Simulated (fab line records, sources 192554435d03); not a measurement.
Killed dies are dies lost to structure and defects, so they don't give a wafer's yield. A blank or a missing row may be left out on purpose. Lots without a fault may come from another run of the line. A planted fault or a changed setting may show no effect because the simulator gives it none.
fab line records | flow n5_finfet | part 1 of 2: steps 1 to 22 of 28
record lots=5 wafers=15 last_day=18
route steps=1938 shown BEOL_M4@1038
lots that met no fault: from a run of the same line without faults
start_h: hours from the record's first day to the start of the lot's first wafer shown | wait_h: hours since the lot's step before | " the same as in the row above | L1.1+2: a row that stands for several wafers | - no value, or no start given | * or withheld: withheld | < > ~ a bound
route shown NAME@n: a module of which the file shows steps, and the number in the route of the first | usual: mean/standard deviation of fault-free wafers | same: alike in all rows | chamber/n: place in a boat | sites: the reading at each site | _std_site: their standard deviation | _edge_site: outer sites' mean less inner sites' | radius_mm: how far each site lies from the wafer's centre | mask NAME#n: copy n | behind: the tool/chamber that last shaped the wafer | hold: why the lot was held/for how many hours/how that ended | device: the transistor (n, p or np) that didn't switch | end of line: the same wafers' tests at the end of the route | a step without rows: its recipe alone | killed: dies lost to structure and defects at the first sort, not the wafer's yield | map: a wafer's dies, x killed, . not, _ none there
set.NAME: the setting as run; set.NAME@STEP: as run at that earlier step | model.NAME: the simulator's own value behind a step, which no gauge read
lots at some steps of the route; a table a step, a row a wafer
services: from which hour (start_h, from the record's first day; less than 0 if before it) a tool's chamber was out of use, for how many hours, and why
## steps
# step N5_BEOL_M4_ETCH_74
# recipe chemistry=N2/H2 target=underlayer target_depth_a=65 mask_material=CAR-EUV time_s=5.2 ion_energy_ev=200 pressure_mtorr=30 source_w=840 bias_w=150 n2_flow_sccm=200 h2_flow_sccm=200 ends=cleared
# usual drypump_motor_current_A=5.8/0.55 etch_rf_on_time_s=5.22/0.11 oes_product_au=0.66/0.055 rf_vpp_V=523.3/2.3 showerhead_plenum_p_Torr=2.52/0.068 throttle_valve_pct=17.9/0.3
# columns lot.wafer tool chamber start_h wait_h drypump_motor_current_A etch_rf_on_time_s oes_product_au rf_hours_counter_h rf_vpp_V showerhead_plenum_p_Torr throttle_valve_pct
L075.1 rie_diel-01 1 159.83 0.0 5.5 5.22 0.70 66 525.6 2.58 17.6
L075.3 " 3 " " 6.3 5.26 0.69 55 522.9 2.59 17.5
L075.6 " 1 " " 5.5 5.23 0.69 - 527.7 2.58 17.7
L081.2 rie_diel-01 3 208.15 0.0 6.3 5.39 0.67 72 525.6 2.59 17.5
L081.4 " 0 " " 5.3 5.29 0.71 58 527.8 2.55 17.5
L081.5 " 2 " " 5.1 5.24 0.67 - 522.9 2.46 17.8
L085.2 rie_diel-02 2 221.94 0.0 5.9 5.09 0.64 191 527.4 2.63 17.8
L085.4 " 3 " " 5.0 5.09 0.61 - 524.2 2.53 18.4
L085.5 " 2 " " 5.8 5.07 0.64 - 525.9 2.63 17.8
L096.2 rie_diel-02 1 296.71 0.0 6.6 5.16 0.58 211 524.3 2.52 18.3
L096.5 " 3 " " 5.0 5.02 0.59 - 522.5 2.52 18.5
L096.6 " 2 " " 5.8 5.09 0.62 - 525.6 2.61 17.9
L097.1 rie_diel-04 0 301.61 0.0 6.8 5.23 0.58 245 519.4 2.38 18.2
L097.2 " 1 " " 6.0 5.27 0.83 4 525.5 2.50 18.0
L097.4 " 2 " " 6.2 5.08 0.69 92 519.9 2.46 17.6
# step N5_BEOL_M4_ETCH_63
# recipe chemistry=CF4 target=SiARC target_depth_a=156 mask_material=CAR-EUV time_s=26 ion_energy_ev=80 pressure_mtorr=40 source_w=545 bias_w=36 Ar_flow_sccm=100 cf4_flow_sccm=100 ends=cleared
# usual drypump_motor_current_A=5.8/0.55 etch_rf_on_time_s=26.0/0.51 oes_product_au=0.66/0.057 rf_vpp_V=183.9/1.1 showerhead_plenum_p_Torr=2.12/0.054 throttle_valve_pct=15.68/0.29
# columns lot.wafer tool chamber start_h wait_h drypump_motor_current_A etch_rf_on_time_s oes_product_au rf_hours_counter_h rf_vpp_V showerhead_plenum_p_Torr throttle_valve_pct
L075.1 rie_diel-01 1 159.85 0.0 5.4 25.7 0.71 66 184.9 2.18 15.48
L075.3 " 3 " " 6.3 26.6 0.70 55 185.5 2.17 15.12
L075.6 " 1 " " 5.4 25.6 0.71 - 185.6 2.18 15.47
L081.2 rie_diel-01 3 208.16 0.0 6.2 26.6 0.67 72 184.5 2.17 15.18
L081.4 " 0 " " 5.3 26.6 0.72 58 184.2 2.17 15.56
L081.5 " 2 " " 5.1 26.4 0.66 - 182.5 2.07 15.59
L085.2 rie_diel-02 2 221.96 0.0 5.9 25.2 0.63 191 187.4 2.20 15.65
L085.4 " 3 " " 5.0 25.3 0.62 - 183.2 2.13 16.12
L085.5 " 2 " " 5.8 25.3 0.64 - 184.8 2.20 15.63
L096.2 rie_diel-02 1 296.72 0.0 6.6 26.0 0.59 211 183.8 2.12 15.94
L096.5 " 3 " " 5.0 25.6 0.60 - 184.5 2.12 16.17
L096.6 " 2 " " 5.8 25.8 0.62 - 186.8 2.20 15.69
L097.1 rie_diel-04 0 301.62 0.0 6.8 26.4 0.58 245 182.0 2.02 16.07
L097.2 " 1 " " 6.0 26.0 0.83 4 183.9 2.11 15.60
L097.4 " 2 " " 6.1 25.0 0.70 92 182.5 2.07 15.42
# step N5_BEOL_M4_ETCH_64
# recipe chemistry=N2/H2 target=SOC target_depth_a=750 overetch_a=225 mask_material=SiARC temp_c=40 time_s=121.9 ion_energy_ev=200 pressure_mtorr=30 source_w=840 bias_w=150 n2_flow_sccm=200 h2_flow_sccm=200
# usual drypump_motor_current_A=5.8/0.55 oes_product_au=0.59/0.049 rf_vpp_V=523.3/2.1 showerhead_plenum_p_Torr=2.52/0.068 throttle_valve_pct=17.9/0.3
# same time_s=121.9
# columns lot.wafer tool chamber start_h wait_h drypump_motor_current_A oes_product_au rf_hours_counter_h rf_vpp_V showerhead_plenum_p_Torr throttle_valve_pct
L075.1 rie_diel-01 1 159.88 0.0 5.5 0.63 66 525.1 2.58 17.6
L075.3 " 3 " " 6.2 0.63 55 526.8 2.59 17.5
L075.6 " 1 " " 5.4 0.62 - 525.3 2.58 17.6
L081.2 rie_diel-01 3 208.19 0.0 6.3 0.61 72 523.9 2.59 17.5
L081.4 " 0 " " 5.3 0.65 58 525.1 2.55 17.5
L081.5 " 2 " " 5.2 0.59 - 520.1 2.46 17.8
L085.2 rie_diel-02 2 221.99 0.0 5.9 0.56 191 525.7 2.63 17.8
L085.4 " 3 " " 5.1 0.54 - 525.0 2.53 18.3
L085.5 " 2 " " 5.9 0.56 - 526.0 2.63 17.8
L096.2 rie_diel-02 1 296.75 0.0 6.6 0.53 211 524.1 2.52 18.2
L096.5 " 3 " " 5.0 0.53 - 524.6 2.52 18.4
L096.6 " 2 " " 5.8 0.55 - 527.6 2.61 17.8
L097.1 rie_diel-04 0 301.65 0.0 6.8 0.52 245 518.2 2.38 18.2
L097.2 " 1 " " 6.1 0.74 4 523.9 2.50 17.9
L097.4 " 2 " " 6.2 0.62 92 523.3 2.46 17.6
# step N5_BEOL_M4_STRIP_65
# recipe chemistry=N2/H2 temp_c=40 n2_flow_sccm=200 h2_flow_sccm=200 rf_frequency_hz=6e+07
# columns lot.wafer tool chamber start_h wait_h
L075.1+3+6 rie_diel-01 1,3,1 159.99 0.1
L081.2+4+5 rie_diel-01 3,0,2 208.30 0.1
L085.2+4+5 rie_diel-02 2,3,2 222.10 0.1
L096.2+5+6 rie_diel-02 1,3,2 296.86 0.1
L097.1+2+4 rie_diel-04 0,1,2 301.76 0.1
# step N5_BEOL_M4_STRIP_75
# recipe chemistry=N2/H2 temp_c=40 n2_flow_sccm=200 h2_flow_sccm=200 rf_frequency_hz=6e+07
# columns lot.wafer tool chamber start_h wait_h
L075.1+3+6 rie_diel-01 1,3,1 160.00 0.0
L081.2+4+5 rie_diel-01 3,0,2 208.31 0.0
L085.2+4+5 rie_diel-02 2,3,2 222.11 0.0
L096.2+5+6 rie_diel-02 1,3,2 296.87 0.0
L097.1+2+4 rie_diel-04 0,1,2 301.77 0.0
# step N5_BEOL_M4_STRIP_66
# recipe chemistry=CF4 resist=SiARC power_w=300 bias_power_w=75 pressure_mtorr=50 cf4_flow_sccm=150 rf_frequency_hz=6e+07
# usual drypump_motor_current_A=5.8/0.55 oes_product_au=0.77/0.065 rf_vpp_V=270.9/1.3 showerhead_plenum_p_Torr=1.78/0.043 throttle_valve_pct=13.64/0.3
# columns lot.wafer tool chamber start_h wait_h drypump_motor_current_A oes_product_au rf_hours_counter_h rf_vpp_V showerhead_plenum_p_Torr throttle_valve_pct
L075.1 rie_diel-01 1 160.01 0.0 5.4 0.82 66 270.6 1.81 13.38
L075.3 " 3 " " 6.2 0.81 55 271.3 1.82 13.08
L075.6 " 1 " " 5.4 0.81 - 273.3 1.81 13.39
L081.2 rie_diel-01 3 208.32 0.0 6.3 0.79 72 270.5 1.81 13.13
L081.4 " 0 " " 5.3 0.84 58 272.8 1.80 13.48
L081.5 " 2 " " 5.1 0.77 - 270.8 1.74 13.55
L085.2 rie_diel-02 2 222.12 0.0 5.9 0.74 191 274.0 1.84 13.63
L085.4 " 3 " " 5.0 0.70 - 270.4 1.79 14.13
L085.5 " 2 " " 5.9 0.73 - 271.1 1.84 13.61
L096.2 rie_diel-02 1 296.88 0.0 6.6 0.68 211 269.6 1.77 13.92
L096.5 " 3 " " 5.0 0.69 - 270.6 1.78 14.15
L096.6 " 2 " " 5.8 0.71 - 272.8 1.83 13.70
L097.1 rie_diel-04 0 301.78 0.0 6.8 0.68 245 269.7 1.69 14.07
L097.2 " 1 " " 6.0 0.96 5 270.8 1.77 13.56
L097.4 " 2 " " 6.1 0.79 92 270.7 1.74 13.43
# step N5_BEOL_M4_HM_OPEN_17
# recipe chemistry=Cl2/BCl3 target_depth_a=200 overetch_a=60 target=TiN mask_material=SOC ion_energy_ev=150 pressure_mtorr=10 icp_w=1000 bias_w=126 Cl2_flow_sccm=53.25 bcl3_flow_sccm=21.75 Ar_flow_sccm=25
# usual drypump_motor_current_A=5.6/0.38 oes_ar_750_au=0.78/0.12 oes_product_au=0.66/0.098 throttle_valve_pct=22.18/0.23
# columns lot.wafer tool chamber start_h wait_h drypump_motor_current_A oes_ar_750_au oes_product_au rf_hours_counter_h throttle_valve_pct
L075.1 rie_metal-03 1 160.05 0.0 5.5 0.71 0.60 71 22.45
L075.3 " 1 " " 5.5 0.71 0.61 - 22.44
L075.6 " 1 " " 5.5 0.70 0.61 - 22.44
L081.2 rie_metal-02 0 208.37 0.0 4.9 0.68 0.59 85 21.97
L081.4 " 0 " " 4.9 0.68 0.57 - 21.98
L081.5 " 1 " " 5.7 0.64 0.56 - 22.25
L085.2 rie_metal-03 1 222.17 0.0 5.6 0.68 0.58 79 22.50
L085.4 " 0 " " 6.0 0.95 0.83 - 21.97
L085.5 " 1 " " 5.5 0.69 0.59 - 22.45
L096.2 rie_metal-01 0 296.93 0.0 6.1 0.92 0.74 19 21.94
L096.5 " 1 " " 5.7 0.86 0.72 - 22.49
L096.6 " 0 " " 6.1 0.91 0.73 - 21.95
L097.1 rie_metal-03 1 301.82 0.0 5.6 0.68 0.58 86 22.47
L097.2 " 0 " " 5.9 0.88 0.79 10 21.98
L097.4 " 0 " " 5.9 0.89 0.78 - 21.98
# step N5_BEOL_M4_STRIP_19
# recipe chemistry=O2 power_w=400 temp_c=40 pressure_mtorr=30 rf_frequency_hz=6e+07 bias_power_w=0 overash_fraction=0.2 o2_flow_sccm=225
# usual drypump_motor_current_A=5.8/0.57 oes_product_au=0.77/0.068 rf_vpp_V=3.6/0.53 showerhead_plenum_p_Torr=2.08/0.059 throttle_valve_pct=16.80/0.29
# columns lot.wafer tool chamber start_h wait_h drypump_motor_current_A oes_product_au rf_hours_counter_h rf_vpp_V showerhead_plenum_p_Torr throttle_valve_pct
L075.1 rie_diel-04 3 160.30 0.2 5.3 0.76 159 3.4 2.02 16.88
L075.3 " 2 " " 6.2 0.89 40 3.1 2.04 16.32
L075.6 " 0 " " 6.8 0.73 - 3.1 2.00 17.08
L081.2 rie_diel-02 2 208.64 0.2 5.8 0.75 185 3.4 2.17 16.71
L081.4 " 0 " " 5.6 0.71 249 3.0 2.17 17.09
L081.5 " 1 " " 6.6 0.72 - 3.1 2.08 16.91
L085.2 rie_diel-04 3 222.28 0.1 5.3 0.76 182 2.9 2.01 16.93
L085.4 " 2 " " 6.2 0.85 63 3.3 2.03 16.39
L085.5 " 0 " " 6.8 0.71 - 3.1 1.99 17.12
L096.2 rie_diel-04 1 297.20 0.2 6.0 0.99 3 2.4 2.08 16.79
L096.5 " 0 " " 6.8 0.68 - 5.1 1.98 17.17
L096.6 " 3 " " 5.3 0.73 - 3.7 2.00 16.97
L097.1 rie_diel-01 2 302.11 0.3 5.1 0.76 132 4.2 2.03 16.76
L097.2 " 3 " " 6.2 0.78 100 4.7 2.10 16.24
L097.4 " 0 " " 5.3 0.81 86 3.8 2.12 16.73
# step N5_BEOL_M4_CD_MEAS_18
# recipe pitch_nm=36 target_cd_nm=18
# usual cd_nm=18.0/0.33
# columns lot.wafer tool chamber start_h wait_h cd_nm
L075.1 cd_sem-02 - 160.37 0.0 17.7
L075.3 " - " " 18.5
L075.6 " - " " 17.8
L081.2 cd_sem-01 - 208.71 0.1 18.0
L081.4 " - " " 18.7
L081.5 " - " " 17.9
L085.2 cd_sem-02 - 222.35 0.1 18.0
L085.4 " - " " 18.6
L085.5 " - " " 17.9
L096.2 cd_sem-02 - 297.27 0.1 18.4
L096.5 " - " " 18.0
L096.6 " - " " 18.1
L097.1 cd_sem-03 - 302.17 0.0 18.0
L097.2 " - " " 17.7
L097.4 " - " " 17.6
# step N5_BEOL_M4_COAT_67
# recipe resist=SOC temp_c=250 time_s=60 spin_rpm=1500 resist_thk_nm=60
# same time_s=60
# columns lot.wafer tool chamber start_h wait_h
L075.1+3+6 litho_track-04 0 160.40 0.0
L081.2+4+5 litho_track-03 0 208.74 0.0
L085.2+4+5 litho_track-04 0 222.39 0.0
L096.2+5+6 litho_track-04 0 297.30 0.0
L097.1+2+4 litho_track-02 0 302.21 0.0
# step N5_BEOL_M4_COAT_68
# recipe resist=SiARC temp_c=220 time_s=60 spin_rpm=1500 resist_thk_nm=12
# same time_s=60
# columns lot.wafer tool chamber start_h wait_h
L075.1+3+6 litho_track-04 0 - -
L081.2+4+5 litho_track-03 0 - -
L085.2+4+5 litho_track-04 0 - -
L096.2+5+6 litho_track-04 0 - -
L097.1+2+4 litho_track-02 0 - -
# step N5_BEOL_M4_COAT_76
# recipe resist=underlayer temp_c=205 time_s=60 spin_rpm=1500 resist_thk_nm=5
# same time_s=60
# columns lot.wafer tool chamber start_h wait_h
L075.1+3+6 litho_track-04 0 - -
L081.2+4+5 litho_track-03 0 - -
L085.2+4+5 litho_track-04 0 - -
L096.2+5+6 litho_track-04 0 - -
L097.1+2+4 litho_track-02 0 - -
# step N5_BEOL_M4_COAT_22
# recipe resist=CAR-EUV spin_rpm=1500 resist_thk_nm=30
# columns lot.wafer tool chamber start_h wait_h
L075.1+3+6 litho_track-04 0 - -
L081.2+4+5 litho_track-03 0 - -
L085.2+4+5 litho_track-04 0 - -
L096.2+5+6 litho_track-04 0 - -
L097.1+2+4 litho_track-02 0 - -
# step N5_BEOL_M4_EBR_24
# recipe solvent=PGMEA ebr_width_mm=1.5
# columns lot.wafer tool chamber start_h wait_h
L075.1+3+6 litho_track-04 0 - -
L081.2+4+5 litho_track-03 0 - -
L085.2+4+5 litho_track-04 0 - -
L096.2+5+6 litho_track-04 0 - -
L097.1+2+4 litho_track-02 0 - -
# step N5_BEOL_M4_SOFTBAKE_23
# recipe temp_c=110 time_s=60 resist=CAR-EUV
# same time_s=60
# columns lot.wafer tool chamber start_h wait_h
L075.1+3+6 litho_track-04 0 - -
L081.2+4+5 litho_track-03 0 - -
L085.2+4+5 litho_track-04 0 - -
L096.2+5+6 litho_track-04 0 - -
L097.1+2+4 litho_track-02 0 - -
# step N5_BEOL_M4_EXPOSE_25
# recipe mask_id=V3 na=0.33 source_shape=quasar sigma_inner=0.2 sigma_outer=0.8 polarization=unpolarized defocus_nm=5 dose_mj=63
# usual stage_msd_nm=0.822/0.016
# columns lot.wafer tool chamber start_h wait_h mask stage_msd_nm
L075.1 euv_scanner-01 0 160.67 - V3#0 0.821
L075.3 " 0 " " V3#0 0.823
L075.6 " 0 " " V3#0 0.824
L081.2 euv_scanner-01 0 208.89 - V3#0 0.807
L081.4 " 0 " " V3#0 0.803
L081.5 " 0 " " V3#0 0.806
L085.2 euv_scanner-01 0 222.53 - V3#0 0.800
L085.4 " 0 " " V3#0 0.801
L085.5 " 0 " " V3#0 0.802
L096.2 euv_scanner-02 0 297.45 - V3#0 0.836
L096.5 " 0 " " V3#0 0.833
L096.6 " 0 " " V3#0 0.836
L097.1 euv_scanner-01 0 302.47 - V3#0 0.798
L097.2 " 0 " " V3#0 0.793
L097.4 " 0 " " V3#0 0.794
# step N5_BEOL_M4_PEB_26
# recipe peb_temp_c=100 peb_time_s=60 resist=CAR-EUV
# columns lot.wafer tool chamber start_h wait_h
L075.1+3+6 litho_track-04 0 160.74 0.1
L081.2+4+5 litho_track-03 0 208.96 0.1
L085.2+4+5 litho_track-03 0 222.60 0.1
L096.2+5+6 litho_track-03 0 297.52 0.1
L097.1+2+4 litho_track-04 0 302.55 0.1
# step N5_BEOL_M4_DEVELOP_27
# recipe develop_time_s=30 developer=TMAH resist=CAR-EUV rinse_liquid=surfactant_rinse dry=air_spin dev_temp_c=23
# columns lot.wafer tool chamber start_h wait_h
L075.1+3+6 litho_track-04 0 - -
L081.2+4+5 litho_track-03 0 - -
L085.2+4+5 litho_track-03 0 - -
L096.2+5+6 litho_track-03 0 - -
L097.1+2+4 litho_track-04 0 - -
# step N5_BEOL_M4_CD_MEAS_28
# recipe target_cd_nm=26.2 landing_energy_ev=500 detector=se_inlens target_cd_y_nm=24.1 polarity=opening
# usual cd_nm=26.19/0.22
# columns lot.wafer tool chamber start_h wait_h cd_nm
L075.1 cd_sem-02 0 160.81 - 26.32
L075.3 " 0 " " 26.35
L075.6 " 0 " " 26.17
L081.2 cd_sem-03 0 209.03 - 26.50
L081.4 " 0 " " 26.26
L081.5 " 0 " " 25.93
L085.2 cd_sem-02 0 222.67 - 26.27
L085.4 " 0 " " 26.34
L085.5 " 0 " " 26.37
L096.2 cd_sem-03 0 297.59 - 25.77
L096.5 " 0 " " 26.09
L096.6 " 0 " " 26.62
L097.1 cd_sem-02 0 302.62 - 26.20
L097.2 " 0 " " 26.30
L097.4 " 0 " " 26.32
# step N5_BEOL_M4_OVL_MEAS_29
# recipe points_per_wafer=522
# usual V3_OVL=0.0/0.71
# columns lot.wafer tool chamber start_h wait_h V3_OVL[nm]
L075.1 overlay-02 0 160.84 0.0 -1.4
L075.3 " 0 " " -1.1
L075.6 " 0 " " -1.2
L081.2 overlay-02 0 209.06 0.0 0.3
L081.4 " 0 " " 0.4
L081.5 " 0 " " 1.4
L085.2 overlay-02 0 222.71 0.0 0.5
L085.4 " 0 " " -0.1
L085.5 " 0 " " 0.3
L096.2 overlay-01 0 297.62 0.0 -0.5
L096.5 " 0 " " -1.0
L096.6 " 0 " " -0.5
L097.1 overlay-02 0 302.65 0.0 0.1
L097.2 " 0 " " 1.2
L097.4 " 0 " " 0.7
# step N5_BEOL_M4_INSPECT_30
# recipe mode=adi inspect_instrument=brightfield
# usual raw_defect_count=424/120
# columns lot.wafer tool chamber start_h wait_h raw_defect_count
L075.1 defect_inspect-02 - 160.90 0.1 242
L075.3 " - " " 438
L075.6 " - " " 481
L081.2 defect_inspect-02 - 209.12 0.0 404
L081.4 " - " " 384
L081.5 " - " " 350
L085.2 defect_inspect-01 - 222.76 0.0 529
L085.4 " - " " 293
L085.5 " - " " 506
L096.2 defect_inspect-01 - 297.67 0.0 338
L096.5 " - " " 461
L096.6 " - " " 455
L097.1 defect_inspect-02 - 302.71 0.1 331
L097.2 " - " " 397
L097.4 " - " " 320
# step N5_BEOL_M4_DESCUM_33
# recipe chemistry=O2 time_s=7 source_power_w=50 bias_power_w=20 pressure_mtorr=20 rf_frequency_hz=2.712e+07 temp_c=40 resist=CAR-EUV o2_flow_sccm=225
# usual drypump_motor_current_A=5.8/0.56 oes_product_au=0.76/0.061 rf_vpp_V=242.9/1.2 showerhead_plenum_p_Torr=2.08/0.058 throttle_valve_pct=20.54/0.28
# same time_s=7
# columns lot.wafer tool chamber start_h wait_h drypump_motor_current_A oes_product_au rf_hours_counter_h rf_vpp_V showerhead_plenum_p_Torr throttle_valve_pct
L075.1 rie_diel-04 2 160.94 0.0 6.1 0.88 40 242.3 2.03 20.06
L075.3 " 3 " " 5.3 0.77 160 241.0 2.01 20.60
L075.6 " 3 " " 5.3 0.77 - 242.0 2.01 20.62
L081.2 rie_diel-02 2 209.15 0.0 5.9 0.75 185 244.1 2.17 20.45
L081.4 " 3 " " 5.0 0.73 190 242.4 2.06 20.73
L081.5 " 0 " " 5.6 0.70 - 244.9 2.16 20.84
L085.2 rie_diel-02 2 222.79 0.0 5.8 0.74 191 244.7 2.16 20.46
L085.4 " 3 " " 5.1 0.71 - 241.9 2.06 20.74
L085.5 " 1 " " 6.6 0.72 - 242.1 2.08 20.66
L096.2 rie_diel-01 0 297.71 0.0 5.3 0.82 84 243.6 2.11 20.44
L096.5 " 3 " " 6.3 0.79 - 244.3 2.10 19.98
L096.6 " 0 " " 5.3 0.82 - 243.0 2.11 20.47
L097.1 rie_diel-04 3 303.28 0.6 5.3 0.72 213 241.6 2.00 20.68
L097.2 " 0 " " 6.8 0.68 245 240.2 1.98 20.87
L097.4 " 1 " " 6.0 0.97 6 242.2 2.07 20.66
